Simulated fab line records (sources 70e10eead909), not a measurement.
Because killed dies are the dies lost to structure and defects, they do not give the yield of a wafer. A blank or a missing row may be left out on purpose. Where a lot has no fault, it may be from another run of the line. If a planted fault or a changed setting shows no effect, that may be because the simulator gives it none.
Which tool did it? | flow nand_harc | 6 lots with 18 wafers sampled at 4 steps, on a route of 1302 steps

== WHAT THE GAUGES READ, wafer by wafer ==
NHARC_END_SORT_01.
lot  | measured     | on        | killed_at_array
L438 | day 25 22:12 | prober-01 | 50 66 68
L441 | day 28 03:07 | prober-01 | 58
L446 | day 29 06:17 | prober-02 | 303 324 318

== WHAT TOOL EACH LOT RAN ON (gives the tool, then ch and the chambers of the sampled wafers, and finally the start) ==
lot  | NHARC_A_M1_ECD_22              | NHARC_A_BONDPAD_PVD_17                  | NHARC_A_BONDPAD_ANNEAL_28
L437 | ecd_cu-01 ch 0,1, day 23 23:41 | pvd_sputter-01, day 24 04:49 or earlier | rtp_anneal-01 ch 0, day 24 04:49
L438 | ecd_cu-02 ch 0,1, day 24 11:02 | pvd_sputter-01, day 24 15:55 or earlier | rtp_anneal-01 ch 0, day 24 15:55
L439 | ecd_cu-01 ch 0,1, day 26 02:49 | pvd_sputter-02, day 26 07:58 or earlier | rtp_anneal-01 ch 0, day 26 07:58
L441 | ecd_cu-02 ch 0,1, day 26 12:59 | pvd_sputter-03, day 26 18:08 or earlier | rtp_anneal-02 ch 0, day 26 18:08
L446 | ecd_cu-02 ch 1, day 27 14:28   | pvd_sputter-01, day 27 20:32 or earlier | rtp_anneal-02 ch 0, day 27 20:32
L453 | ecd_cu-01 ch 0,1, day 31 04:15 | pvd_sputter-02, day 31 09:11 or earlier | rtp_anneal-02 ch 0, day 31 09:11
- NHARC_A_M1_ECD_22: material Cu, target thk 400 nm.
- NHARC_A_BONDPAD_PVD_17: deposits TaN, target thk 5 nm, time 8.06 s.
- NHARC_A_BONDPAD_ANNEAL_28: time 90 s.

== THE ANSWER, worked out from the rows above alone ==
Rule: what is usual is taken from the lots themselves. The widest of any qualifying gaps counts: lots, ordered by their means at a reading, are off when they make up no more than a third of the lots, leave a main group of 4 or more, and stand apart from it by 3 or more times the standard deviation of that group's means. A main group whose means are all the same, to the digits that the tables above print for the reading, isn't used. Also off: a lot with no number at a reading for which 4 or more lots have one. Any other lot the step has rows for is counted as sound.
Across all readings shown, no lot is off: no conclusion can be drawn from this.

== WHAT HAD BEEN PUT IN BY THE SIMULATOR ==
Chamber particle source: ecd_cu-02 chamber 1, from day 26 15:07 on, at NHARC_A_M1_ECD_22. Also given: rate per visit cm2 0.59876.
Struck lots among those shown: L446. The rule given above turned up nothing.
